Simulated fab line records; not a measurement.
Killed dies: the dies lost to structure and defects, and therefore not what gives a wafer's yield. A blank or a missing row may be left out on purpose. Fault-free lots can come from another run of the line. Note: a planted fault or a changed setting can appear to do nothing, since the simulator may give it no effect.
Problem report, 8D (eight disciplines) form, completed by code | flow n5 finfet | the parts of the form that need people (team, actions taken, sign-off) are left out

1. THE ISSUE
A mean of 91 s is read at N5_BEOL_M5_CMP_52 for time to endpoint s, taken on 1 wafer of 1 lot, against 63 s (standard deviation 3.7) on wafers free of any fault. That is +7.6 standard deviations from the usual mean.
The step: polishes, stops on SiCOH lowk, t overpolish 6.9 s, target thk 62 nm.
Earliest sighting: wafer L152.3 on cmp-03 at day 13 02:23. At this step, 35 wafers from 12 lots have a number in the record. Rule for "out" (also "out of limits"): further than 4 standard deviations from the usual mean. The other wafers with a number count as sound.

2. WHAT THIS IS AND IS NOT
question                    | is                 | is not
which readings at this step | time to endpoint s | head pressure psi
which lots                  | L152               | L136, L137, L138, L139, L142, L144, L145, L146, L149, L154, L159
which wafers of those lots  | L152.3             | L152.1
read on which tools         | cmp-03             | cmp-01, cmp-04
when                        | from day 13 02:23  | up to then (28 sound wafers); but 6 sound wafers of L154, L159 came after

3. WHAT RULES OUT EACH SUSPECT
Counting: a tool at a process step up to the reading stays a suspect if it ran every lot that is out. Sound lots after the first of them don't rule it out here, since some wafers of a struck lot are sound.
- ald metal-03 at N5_BEOL_M5_ALD_86 (deposits TaN, pulse time 2 s, purge time 3 s, co reactant purge time 2 s): kept. It processed L152, the lot that is out, at day 12 21:02, and its most recent sound lot before then was L146 at day 11 00:45.
- pvd sputter-01 at N5_BEOL_M5_SPUTTER_48 (material Cu, target thk 15 nm, time 27.62 s): kept. It processed L152, the lot that is out, at day 12 21:33, and its most recent sound lot before then was L142 at day 10 08:10.
- ecd cu-02 at N5_BEOL_M5_ECD_50 (material Cu, target thk 300 nm): kept. It processed L152, the lot that is out, at day 13 02:01, and its most recent sound lot before then was L149 at day 12 04:06.
- cmp-03 at N5_BEOL_M5_CMP_52 (polishes, stops on SiCOH lowk, t overpolish 6.9 s, target thk 62 nm): kept. It processed L152, the lot that is out, at day 13 02:23, and its most recent sound lot before then was L149 at day 12 04:39. Out on those wafers are its own readings of time to endpoint s.
- Within ald metal-03 at N5_BEOL_M5_ALD_86, the wafers that are out were processed in chamber 0 and their sound lot-mates in chamber 3.
- Within cmp-03 at N5_BEOL_M5_CMP_52, the wafers that are out were processed in chamber 2 and their sound lot-mates in chamber 3.
Left after counting: ald metal-03 at N5_BEOL_M5_ALD_86, pvd sputter-01 at N5_BEOL_M5_SPUTTER_48, ecd cu-02 at N5_BEOL_M5_ECD_50, cmp-03 at N5_BEOL_M5_CMP_52.

4. THE CAUSE (what the simulator had put in)
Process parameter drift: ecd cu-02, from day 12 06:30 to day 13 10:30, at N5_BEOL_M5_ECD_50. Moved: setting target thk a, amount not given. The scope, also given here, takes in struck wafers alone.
Counting left 4 suspects, and this tool is among them.

5. SEQUENCE OF EFFECTS, ordered by route
One row per reading whose mean, taken over the struck wafers that have a number, lies over 3 standard deviations from the usual. Readings are gone through only where the record gives a usual standard deviation; hours: the median, over the lots, of the time from a lot's start at the first step in this table giving one to that lot's start at this step; sigmas: the change measured in usual standard deviations.
hours | step              | reading            | usual | on struck wafers | change | sigmas
0     | N5_BEOL_M5_CMP_52 | time to endpoint s | 63 s  | 91               | +28    | +7.6
Here are the process steps it includes:
- N5_BEOL_M5_CMP_52: polishes, stops on SiCOH lowk, t overpolish 6.9 s, target thk 62 nm.
Later measuring or inspecting steps at which every struck wafer that the step has a row for has a number for every such reading, and none has moved that far: N5_BEOL_M5_THK_MEAS_53.

6. WHAT WOULD HAVE CAUGHT IT SOONER
In this record the first reading out of limits was taken at day 13 02:23, 20 hours after the fault began at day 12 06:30.
By day 13 02:23 the whole set of lots that are out, 1 in number, had already begun N5_BEOL_M5_ECD_50 on ecd cu-02. Had the tool been put on hold then, not one of them would have been saved.
